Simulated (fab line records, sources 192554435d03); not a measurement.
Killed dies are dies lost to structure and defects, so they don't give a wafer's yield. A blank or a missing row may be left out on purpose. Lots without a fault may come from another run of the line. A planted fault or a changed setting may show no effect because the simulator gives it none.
Chamber matching | flow n5_finfet | N5_STI_FIN_REVEAL_ETCH_34 on rie_si-01: 4 sister chambers
The step etches Si in H2, material Si, target depth 0.97 nm. 8 wafers are shown with their chamber, then 7 later ones without.

WAFERS WITH THEIR CHAMBER
wafer  | chamber | drypump_motor_current_A (A) | oes_product_au (a.u.)
L074.4 | 0       | 5.9                         | 1.003
L076.6 | 2       | 5.9                         | 1.003
L078.2 | 2       | 6.0                         | 1.022
L079.2 | 0       | 5.9                         | 1.006
L079.3 | 3       | 5.8                         | 1.012
L079.6 | 1       | 5.0                         | 1.001
L086.2 | 1       | 5.0                         | 1.002
L086.3 | 3       | 5.7                         | 1.018

WAFERS WITHOUT THEIR CHAMBER
wafer  | drypump_motor_current_A (A) | oes_product_au (a.u.)
L086.6 | 5.9                         | 1.006
L090.1 | 5.9                         | 1.018
L090.5 | 5.9                         | 1.025
L090.6 | 5.9                         | 1.023
L096.2 | 5.9                         | 0.992
L096.4 | 5.9                         | 1.004
L096.6 | 6.0                         | 0.998

WHICH CHAMBER EACH WENT THROUGH
wafer  | from the rows above          | in truth
L086.6 | can't be placed: 0 or 2      | 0
L090.1 | can't be placed: 2 or 0 or 3 | 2
L090.5 | can't be placed: 2 or 0 or 3 | 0
L090.6 | can't be placed: 2 or 0 or 3 | 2
L096.2 | can't be placed: 0 or 2      | 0
L096.4 | can't be placed: 0 or 2      | 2
L096.6 | can't be placed: 0 or 2      | 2
Placed correctly: 0 of 7. Can't be placed from these rows: 7 (the true chamber is among the candidates in 7). Placed wrongly: 0.
How it was worked out, from the rows above alone: a wafer's distance from a chamber is the root of the sum, over the readings, of the square of ((its reading less the chamber's mean) divided by the reading's scatter). The wafer belongs to the nearest chamber; if the next one is less than 2 further off, it can't be placed. A chamber's mean is the mean of its shown wafers. The scatter: the root of (the sum of the squares of (reading less its chamber's mean) over the shown wafers, divided by (wafers less chambers)).
